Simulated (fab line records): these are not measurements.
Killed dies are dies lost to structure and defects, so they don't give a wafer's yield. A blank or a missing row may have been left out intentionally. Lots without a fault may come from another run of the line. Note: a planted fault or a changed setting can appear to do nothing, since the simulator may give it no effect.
Chamber matching    flow nand harc    rie diel-02 running NHARC_P_M2_ETCH_35: 4 sister chambers
The step etches the open film in N2/H2, target depth 40 nm, overetch 12 nm, time 43.94 s. 4 wafers are shown with their chamber, then 8 later ones without.

WAFERS WITH THEIR CHAMBER
wafer   chamber  drypump motor current A (A)
L084.5  2        5.5
L085.3  1        5.7
L085.6  3        5.7
L092.1  0        5.5

WAFERS WITH NO CHAMBER GIVEN
wafer   drypump motor current A (A)
L092.5  5.4
L092.6  5.7
L095.1  5.5
L095.4  5.7
L095.5  5.5
L096.1  5.4
L096.3  5.7
L096.4  5.4

EACH ONE'S CHAMBER
wafer   from the rows above      in truth
L092.5  can't be placed: 0 or 2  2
L092.6  can't be placed: 1 or 3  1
L095.1  can't be placed: 0 or 2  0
L095.4  can't be placed: 1 or 3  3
L095.5  can't be placed: 0 or 2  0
L096.1  can't be placed: 0 or 2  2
L096.3  can't be placed: 1 or 3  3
L096.4  can't be placed: 0 or 2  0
Correct placement for 0 of the 8. From these rows, 8 cannot be placed; in 8 the true chamber is one of the candidates. 0 placed wrongly.
How it was worked out, from the rows above alone: a wafer's distance from a chamber is the root of the sum, over the readings, of the square of ((its reading less the chamber's mean) divided by the reading's scatter). The wafer belongs to the nearest chamber; if the next one is less than 2 further off, it can't be placed. Each chamber's mean is taken over the wafers shown for it. The scatter: root of mean squared gap, hidden wafer to nearest shown wafer, with one shown wafer a chamber.
